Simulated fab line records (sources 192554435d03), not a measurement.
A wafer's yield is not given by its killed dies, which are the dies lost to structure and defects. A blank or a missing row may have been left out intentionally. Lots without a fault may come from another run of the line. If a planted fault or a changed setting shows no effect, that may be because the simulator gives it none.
fab line records	flow n5_finfet
[record] lots = 9	wafers = 27	last_day = 18
route steps=1938 shown MOL_CONTACT_COAG@562 BEOL_M4@1111 PASSIVATION@1936
lots that met no fault: from a run of the same line without faults
start_h: hours from the record's opening day to when the first of the lot's shown wafers began	wait_h: hours elapsed since this lot's preceding step	" same as the row above	L1.1+2: a row that stands for several wafers	- no value, or no start given	* or withheld: withheld	< > ~ a bound
route shown NAME@n: NAME is a module with steps in the file, n the number in the route of the first one	usual: mean/standard deviation of fault-free wafers	same: alike in all rows	chamber/n: place in a boat	sites: the reading at each site	_std_site: standard deviation of those values	_edge_site: outer sites' mean less inner sites'	radius_mm: how far each site lies from the wafer's centre	mask NAME#n: copy n	behind: the most recent tool/chamber to have shaped the wafer	hold: the reason the lot was held/the length of the hold in hours/how it ended	device: transistor that didn't switch, given as n, p or np	end of line: tests run on the same wafers once the route is complete	for a step that has no rows: nothing shown but its recipe	killed: dies lost to structure and defects at the first sort, not the wafer's yield	map: shows each die of a wafer: x if killed, . if not, _ if none is there
set.NAME: the run value of the setting; set.NAME@STEP: its run value at that earlier step	model.NAME: the simulator's own value behind a step, which no gauge read
route steps across a sampled set of lots; one table per step, one row per wafer
services: the hour from which a tool's chamber was out of use, counted from the record's first day as start_h (under 0 if before that day), plus the number of hours and why
[[steps]]
[step N5_MOL_CONTACT_COAG_ALD_123]
[recipe] material = SiNx	target_thk_a = 50	temp_c = 400	ald_precursor_family = SiH2I2	ald_co_reactant = N2/H2-plasma	pulse_time_s = 1	purge_time_s = 2	co_reactant_purge_time_s = 2	ald_cycles = 100	pressure_torr = 2
[usual] heater_power_w = 879/73	precursor_pulse_height_rel = 1.000/0.02
[same] ald_cycles = 100
lot.wafer	tool	chamber	start_h	wait_h	heater_power_w	precursor_pulse_height_rel
L579.1	ald_sin-02	2	113.90	0.0	921	0.992
L579.3	"	0	"	"	961	1.001
L579.5	"	1	"	"	819	1.000
L582.1	ald_sin-04	1	137.00	0.0	834	1.009
L582.3	"	3	"	"	816	1.000
L582.6	"	0	"	"	894	0.977
L583.3	ald_sin-04	1	139.56	0.0	843	1.029
L583.4	"	3	"	"	812	1.001
L583.5	"	1	"	"	842	0.992
L585.1	ald_sin-04	2	152.42	0.0	975	1.011
L585.5	"	2	"	"	994	0.986
L585.6	"	3	"	"	818	1.031
L586.1	ald_sin-02	1	155.99	0.2	824	0.987
L586.3	"	3	"	"	804	0.974
L586.6	"	0	"	"	955	1.012
L589.3	ald_sin-04	2	184.64	0.3	985	0.996
L589.5	"	3	"	"	811	0.984
L589.6	"	2	"	"	982	0.997
L590.1	ald_sin-04	3	185.12	0.7	829	1.023
L590.2	"	2	"	"	992	0.976
L590.5	"	2	"	"	992	0.981
L596.1	ald_sin-04	3	213.91	0.0	803	0.986
L596.5	"	0	"	"	917	0.998
L596.6	"	3	"	"	821	1.000
L598.1	ald_sin-01	0	235.41	0.0	949	0.996
L598.3	"	3	"	"	800	0.989
L598.5	"	3	"	"	797	1.040
[step N5_MOL_CONTACT_COAG_OVL_MEAS_85]
[recipe] points_per_wafer = 522
[usual] VG_OVL = -0.1/0.73
lot.wafer	tool	chamber	start_h	wait_h	VG_OVL[nm]
L579.1	overlay-02	0	114.77	0.0	-0.1
L579.3	"	0	"	"	1.3
L579.5	"	0	"	"	0.2
L582.1	overlay-01	0	138.00	0.0	0.5
L582.3	"	0	"	"	-0.6
L582.6	"	0	"	"	0.5
L583.3	overlay-01	0	140.57	0.0	-0.3
L583.4	"	0	"	"	-0.1
L583.5	"	0	"	"	0.4
L585.1	overlay-02	0	153.43	0.0	0.2
L585.5	"	0	"	"	-0.1
L585.6	"	0	"	"	1.0
L586.1	overlay-02	0	156.87	0.0	0.6
L586.3	"	0	"	"	-0.4
L586.6	"	0	"	"	0.2
L589.3	overlay-02	0	185.65	0.0	0.2
L589.5	"	0	"	"	-0.7
L589.6	"	0	"	"	-0.9
L590.1	overlay-01	0	185.99	0.0	-0.3
L590.2	"	0	"	"	0.0
L590.5	"	0	"	"	-0.3
L596.1	overlay-02	0	214.90	0.0	-0.5
L596.5	"	0	"	"	-0.5
L596.6	"	0	"	"	0.0
L598.1	overlay-02	0	236.30	0.0	-2.1
L598.3	"	0	"	"	-2.2
L598.5	"	0	"	"	-1.3
[step N5_MOL_CONTACT_COAG_ETCH_89]
[recipe] chemistry = N2/H2	target = underlayer	target_depth_a = 130	mask_material = CAR-EUV	time_s = 10.4	ion_energy_ev = 200	pressure_mtorr = 30	source_w = 840	bias_w = 150	n2_flow_sccm = 200	h2_flow_sccm = 200	ends = cleared
[usual] bias_w = 150.0/0.42	drypump_motor_current_A = 5.6/0.43	etch_rf_on_time_s = 10.43/0.22	n2_flow_sccm = 200.0/0.59	oes_product_au = 0.65/0.061	rf_vpp_V = 523.6/2.7	showerhead_plenum_p_Torr = 2.54/0.097	throttle_valve_pct = 17.85/0.2
lot.wafer	tool	chamber	start_h	wait_h	bias_w	drypump_motor_current_A	etch_rf_on_time_s	n2_flow_sccm	oes_product_au	rf_hours_counter_h	rf_vpp_V	showerhead_plenum_p_Torr	throttle_valve_pct
L579.1	rie_diel-02	0	114.90	0.0	150.2	5.3	10.24	201.3	0.64	163	523.7	2.53	17.68
L579.3	"	3	"	"	150.6	5.7	10.63	199.5	0.60	213	527.2	2.64	17.85
L579.5	"	0	"	"	150.0	5.3	10.28	199.8	0.65	-	523.3	2.53	17.67
L582.1	rie_diel-04	1	138.13	0.0	149.7	6.4	10.66	199.4	0.61	219	525.1	2.61	17.94
L582.3	"	2	"	"	150.1	5.8	10.48	199.8	0.74	50	523.9	2.48	17.48
L582.6	"	2	"	"	150.0	5.7	10.55	199.4	0.73	-	524.6	2.48	17.47
L583.3	rie_diel-04	2	141.01	0.0	149.9	5.7	10.45	200.5	0.73	51	521.4	2.48	17.49
L583.4	"	3	"	"	149.8	5.8	10.20	200.9	0.65	-	523.1	2.55	17.88
L583.5	"	1	"	"	150.2	6.4	10.66	200.1	0.60	-	524.7	2.61	17.96
L585.1	rie_diel-01	3	153.97	0.0	149.7	4.9	10.44	200.3	0.74	46	528.1	2.70	17.63
L585.5	"	2	"	"	149.1	6.4	10.30	199.7	0.75	-	529.0	2.71	17.81
L585.6	"	1	"	"	149.4	5.3	10.47	200.0	0.60	-	523.4	2.50	18.06
L586.1	rie_diel-01	2	156.99	0.0	149.8	6.4	10.19	199.8	0.76	39	529.0	2.71	17.83
L586.3	"	3	"	"	150.6	4.9	10.20	199.4	0.74	47	528.2	2.70	17.63
L586.6	"	0	"	"	149.7	4.9	10.66	199.5	0.62	-	524.2	2.51	17.83
L589.3	rie_diel-02	0	185.93	0.0	150.1	5.3	10.08	199.5	0.63	187	523.3	2.52	17.71
L589.5	"	3	"	"	149.9	5.7	10.54	199.2	0.59	-	526.6	2.63	17.91
L589.6	"	2	"	"	149.7	5.9	10.56	198.8	0.59	-	519.4	2.41	18.23
L590.1	rie_diel-01	2	186.12	0.0	150.1	6.4	10.38	200.1	0.74	49	528.7	2.71	17.81
L590.2	"	0	"	"	150.1	4.9	10.90	199.9	0.61	195	525.1	2.50	17.87
L590.5	"	0	"	"	150.3	4.9	10.99	200.6	0.60	-	522.5	2.50	17.87
L596.1	rie_diel-01	0	215.03	0.0	150.4	4.9	10.88	200.1	0.60	209	523.5	2.50	17.88
L596.5	"	1	"	"	149.7	5.3	6.12	200.4	1.14	-	524.2	2.50	17.72
L596.6	"	0	"	"	149.9	5.0	10.91	200.3	0.60	-	522.3	2.50	17.89
L598.1	rie_diel-01	0	236.43	0.0	149.9	4.9	10.79	199.6	0.60	212	522.7	2.50	17.88
L598.3	"	2	"	"	149.9	6.4	6.13	199.9	1.00	65	528.9	2.70	17.92
L598.5	"	2	"	"	149.7	6.4	6.14	200.2	1.00	-	526.8	2.70	17.91
[step N5_MOL_CONTACT_COAG_ETCHBACK_132]
[recipe] chemistry = CHF3	target = SiO2	target_depth_a = 100	time_s = 6.7	ion_energy_ev = 200	pressure_mtorr = 30	source_w = 610	bias_w = 170	Ar_flow_sccm = 200	CHF3_flow_sccm = 50
[usual] bias_w = 170.0/0.52	drypump_motor_current_A = 5.6/0.44	oes_product_au = 0.79/0.088	rf_vpp_V = 523/10	showerhead_plenum_p_Torr = 2.40/0.09	throttle_valve_pct = 18.65/0.18
lot.wafer	tool	chamber	start_h	wait_h	bias_w	drypump_motor_current_A	oes_product_au	rf_hours_counter_h	rf_vpp_V	showerhead_plenum_p_Torr	throttle_valve_pct
L579.1	rie_diel-01	3	115.27	0.1	170.5	4.9	0.90	32	518	2.51	18.34
L579.3	"	0	"	"	169.8	4.9	0.75	172	534	2.38	18.80
L579.5	"	2	"	"	170.2	6.4	0.92	-	539	2.54	18.59
L582.1	rie_diel-01	2	138.55	0.2	169.8	6.4	0.91	32	538	2.54	18.58
L582.3	"	3	"	"	169.9	4.9	0.89	41	517	2.51	18.36
L582.6	"	3	"	"	170.0	4.9	0.88	-	518	2.51	18.36
L583.3	rie_diel-01	3	141.28	0.1	169.8	4.9	0.89	42	516	2.51	18.37
L583.4	"	1	"	"	169.3	5.3	0.71	232	529	2.33	18.85
L583.5	"	1	"	"	169.9	5.3	0.71	-	529	2.33	18.83
L585.1	rie_diel-01	1	154.35	0.2	169.3	5.3	0.70	236	529	2.33	18.84
L585.5	"	3	"	"	169.6	4.9	0.87	-	516	2.50	18.37
L585.6	"	0	"	"	170.0	4.9	0.73	-	533	2.37	18.81
L586.1	rie_diel-04	3	157.27	0.1	169.6	5.8	0.76	149	522	2.40	18.65
L586.3	"	1	"	"	169.7	6.4	0.70	227	506	2.44	18.93
L586.6	"	1	"	"	170.2	6.4	0.70	-	506	2.44	18.91
L589.3	rie_diel-01	3	186.27	0.1	170.3	4.9	0.85	56	518	2.50	18.37
L589.5	"	1	"	"	170.5	5.3	0.70	-	529	2.33	18.85
L589.6	"	0	"	"	170.4	4.9	0.73	-	534	2.37	18.84
L590.1	rie_diel-04	3	186.43	0.1	169.3	5.8	0.75	160	520	2.39	18.66
L590.2	"	2	"	"	170.2	5.8	0.84	67	513	2.34	18.58
L590.5	"	0	"	"	170.0	5.7	0.94	-	535	2.51	18.36
L596.1	rie_diel-04	3	215.31	0.1	170.0	5.8	0.73	173	519	2.39	18.69
L596.5	"	2	"	"	168.9	5.7	0.82	-	512	2.33	18.61
L596.6	"	0	"	"	169.7	5.7	0.92	-	534	2.50	18.38
L598.1	rie_diel-01	1	236.72	0.1	169.7	5.3	0.96	4	529	2.32	18.45
L598.3	"	2	"	"	169.8	6.4	0.84	65	538	2.53	18.65
L598.5	"	2	"	"	170.2	6.4	0.84	-	538	2.53	18.64
[step N5_BEOL_M4_RC_MEAS_101]
[usual] DIBL_N = 36.7/1.8	DIBL_P = 37.0/2.4	IOFF_N = 0.17/0.036	IOFF_P = 0.22/0.042	ION_N = 673/12	ION_P = 462/8.5	SS_N = 71.7/0.62	SS_P = 73.4/0.65	VT_N = 250/3.7	VT_P = -250/3.7
lot.wafer	tool	chamber	start_h	wait_h	DIBL_N[mV/V]	DIBL_P[mV/V]	IOFF_N[nA/um]	IOFF_P[nA/um]	ION_N[uA/um]	ION_P[uA/um]	SS_N[mV/dec]	SS_P[mV/dec]	VT_N[mV]	VT_P[mV]
L579.1	prober-02	0	211.89	0.0	38.2	38.0	0.18	0.24	671	462	72.3	73.9	249	-246
L579.3	"	0	"	"	35.4	34.7	0.13	0.20	674	470	71.2	72.7	253	-248
L579.5	"	0	"	"	36.1	35.7	0.15	0.21	661	462	71.0	72.8	250	-251
L583.3	prober-02	0	224.45	0.3	36.2	37.7	0.16	0.22	675	471	71.6	73.5	249	-246
L583.4	"	0	"	"	33.3	33.2	0.12	0.17	663	460	71.1	72.6	254	-251
L583.5	"	0	"	"	37.4	38.6	0.18	0.25	677	468	72.3	73.3	248	-248
L582.1	prober-01	0	233.22	0.0	35.5	35.9	0.15	0.21	669	461	71.5	72.5	248	-252
L582.3	"	0	"	"	36.9	37.3	0.17	0.22	669	460	72.1	73.8	250	-252
L582.6	"	0	"	"	39.9	40.9	0.24	0.27	687	463	73.2	74.7	244	-250
L585.1	prober-01	0	237.71	0.0	35.9	35.9	0.17	0.25	683	479	71.0	72.7	246	-243
L585.5	"	0	"	"	35.4	35.4	0.15	0.24	667	470	72.1	72.2	250	-244
L585.6	"	0	"	"	37.8	37.7	0.20	0.29	672	474	71.9	73.1	245	-243
L586.1	prober-01	0	239.43	0.0	36.1	37.0	0.14	0.20	658	454	70.6	73.7	254	-250
L586.3	"	0	"	"	34.9	35.6	0.12	0.18	649	449	71.2	73.3	256	-251
L586.6	"	0	"	"	35.9	35.9	0.13	0.19	659	455	71.2	73.3	251	-254
L589.3	prober-01	0	271.27	0.3	34.9	37.2	0.14	0.22	669	465	70.8	73.9	252	-251
L589.5	"	0	"	"	35.1	36.2	0.13	0.19	664	460	71.2	74.0	255	-253
L589.6	"	0	"	"	34.5	36.0	0.13	0.19	674	463	71.3	73.4	250	-253
L590.1	prober-01	0	280.22	0.0	36.7	38.6	0.16	0.23	667	458	71.5	74.3	250	-251
L590.2	"	0	"	"	35.1	35.9	0.14	0.18	662	453	72.0	74.2	252	-257
L590.5	"	0	"	"	37.1	38.7	0.19	0.23	691	466	71.7	74.5	245	-253
L596.1	prober-01	0	300.55	0.0	35.7	34.9	0.15	0.19	678	461	71.4	73.1	251	-249
L596.5	"	0	"	"	36.7	36.2	0.17	0.22	686	464	71.0	73.8	250	-249
L596.6	"	0	"	"	32.1	30.0	0.10	0.14	662	456	70.7	72.4	256	-255
L598.1	prober-02	0	330.73	0.0	37.6	38.4	0.18	0.24	684	467	72.0	72.7	248	-250
L598.3	"	0	"	"	36.9	37.5	0.16	0.22	671	460	71.8	73.1	249	-254
L598.5	"	0	"	"	36.6	37.7	0.16	0.23	676	469	71.8	73.9	249	-251
[step N5_PASSIVATION_PROBE_49]
[usual] defect_limited_yield = 91.1/1.4	killed_at_M0_to_M3 = 32/9.3	killed_at_M4_up = 13/5.8	killed_at_contacts = 12/6.3	killed_at_front_end = 44/12	killed_at_other = 3.6/2.7	killed_dies = 104/17	killed_open = 69/13	killed_short = 34/6.9	sort_bin_5_function = 5.2/0.98	sort_bin_6_memory = 3.3/0.59	sort_n_pass = 1075/17	sort_yield_pct = 91.1/1.4
[same] gross_dies = 1180	killed_at_back_side = 0	sort_bin_4_leakage[%] = 0	sort_bin_8_speed[%] = 0
lot.wafer	tool	chamber	start_h	wait_h	defect_limited_yield[%]	killed_at_M0_to_M3	killed_at_M4_up	killed_at_contacts	killed_at_front_end	killed_at_other	killed_dies	killed_open	killed_short	sort_bin_5_function[%]	sort_bin_6_memory[%]	sort_n_pass	sort_yield_pct[%]
L579.1	prober-02	-	318.92	0.0	92.1	32	14	4	38	5	93	56	35	4.2	3.1	1087	92.1
L579.3	prober-02	-	319.02	0.1	92.6	36	13	9	24	5	87	65	22	5.0	2.2	1093	92.6
L579.5	prober-02	-	319.12	0.2	92.8	27	9	7	40	2	85	50	34	4.4	2.5	1095	92.8
L586.1	prober-01	-	345.08	0.0	90.1	48	18	18	32	1	117	84	32	6.0	3.7	1063	90.1
L586.3	prober-01	-	345.18	0.1	88.5	38	24	21	52	1	136	98	38	7.1	4.2	1044	88.5
L586.6	prober-01	-	345.33	0.3	89.2	44	15	26	43	0	128	78	50	6.1	4.1	1052	89.2
// killed by level:class
L579.1 FIN_SAQP:geometric_particle:short=10 FIN_SAQP:geometric_particle:open=9 BEOL_M3:geometric_particle:open=9 BEOL_M0_SAQP:geometric_particle:short=8 STI_FIN_REVEAL:geometric_particle:open=6 BEOL_M0_SAQP:geometric_particle:open=4 BEOL_M1:geometric_particle:open=4 BEOL_M5:geometric_particle:open=4
L579.3 BEOL_M0_SAQP:geometric_particle:short=9 BEOL_M3:geometric_particle:open=8 BEOL_M2:geometric_particle:open=7 MOL_CONTACT_COAG:geometric_particle:open=6 BEOL_M1:geometric_particle:open=6 BEOL_M6:geometric_particle:open=5 ILD0:geometric_particle:open=5 BEOL_M0_SAQP:geometric_particle:open=5
L579.5 BEOL_M2:geometric_particle:open=9 FIN_SAQP:geometric_particle:short=8 STI_FIN_REVEAL:geometric_particle:open=8 MOL_CONTACT_COAG:geometric_particle:open=6 GATE_CUT:geometric_particle:short=5 BEOL_M3:geometric_particle:open=5 DUMMY_GATE:geometric_particle:open=4 BEOL_M1:geometric_particle:open=4
L586.1 BEOL_M2:geometric_particle:open=23 MOL_CONTACT_COAG:geometric_particle:open=15 BEOL_M4:geometric_particle:open=12 BEOL_M0_SAQP:geometric_particle:open=10 BEOL_M0_SAQP:geometric_particle:short=10 FIN_SAQP:geometric_particle:open=7 FIN_SAQP:geometric_particle:short=6 STI_FIN_REVEAL:geometric_particle:open=5
L586.3 BEOL_M2:geometric_particle:open=21 MOL_CONTACT_COAG:geometric_particle:open=17 STI_FIN_REVEAL:geometric_particle:open=12 BEOL_M4:geometric_particle:open=9 FIN_SAQP:geometric_particle:open=7 DUMMY_GATE:geometric_particle:open=6 BEOL_M0_SAQP:geometric_particle:short=6 FIN_SAQP:geometric_particle:short=5
L586.6 BEOL_M2:geometric_particle:open=20 MOL_CONTACT_COAG:geometric_particle:open=17 BEOL_M1:geometric_particle:short=10 MOL_CONTACT_COAG:geometric_particle:short=9 FIN_SAQP:geometric_particle:short=8 STI_FIN_REVEAL:geometric_particle:open=7 BEOL_M4:geometric_particle:open=7 DUMMY_GATE:geometric_particle:open=6
[[services]]
tool	chamber	start_h	hours	kind
ald_sin-01	0	99.25	-	clean
ald_sin-01	1	99.25	-	clean
ald_sin-01	2	99.25	-	clean
ald_sin-01	3	99.25	-	clean
rie_diel-04	1	107.92	4.6	repair
rie_diel-04	0	112.71	-	clean
rie_diel-04	0	112.71	-	consumable_replace:focus_ring
rie_diel-04	0	112.71	-	consumable_replace:showerhead
rie_diel-04	0	112.71	17.8	scheduled_down
rie_diel-04	0	112.71	17.8	vent_cycle
ald_sin-02	-	122.03	1.1	repair
ald_sin-02	-	148.80	0.9	repair
rie_diel-04	2	158.20	4.0	repair
rie_diel-04	1	175.91	66.9	repair
rie_diel-01	1	192.52	-	clean
rie_diel-01	1	192.52	-	consumable_replace:focus_ring
ald_sin-01	3	199.16	1.6	repair
ald_sin-04	0	215.36	32.4	repair
rie_diel-01	-	218.42	14.6	pm
rie_diel-02	3	223.86	-	clean
rie_diel-02	3	223.86	-	consumable_replace:focus_ring
ald_sin-02	-	235.26	2.0	repair
[[key]]
[first_sign] step = N5_MOL_CONTACT_COAG_ETCH_89	reading = etch_rf_on_time_s	direction = down	sigmas = 19	usual = *	struck = *
[effect] step = N5_MOL_CONTACT_COAG_ETCH_89	reading = oes_product_au	direction = up	sigmas = 6.5	usual = 0.65	struck = 1.05
met_at N5_MOL_CONTACT_COAG_ETCH_89
struck_lots L596,L598
struck_wafers L596.5,L598.3,L598.5
not_acting_at N5_MOL_CONTACT_COAG_ALD_123,N5_MOL_CONTACT_COAG_OVL_MEAS_85,N5_MOL_CONTACT_COAG_ETCHBACK_132
onset_between 186.12 215.03
[fault] kind = process_parameter_drift	tool = rie_diel-01	chamber = -	onset_h = 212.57	steps = N5_MOL_CONTACT_COAG_ETCH_89	channel = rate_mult	offset = 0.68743	shape = step	end_h = 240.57	scope = struck_wafers_only
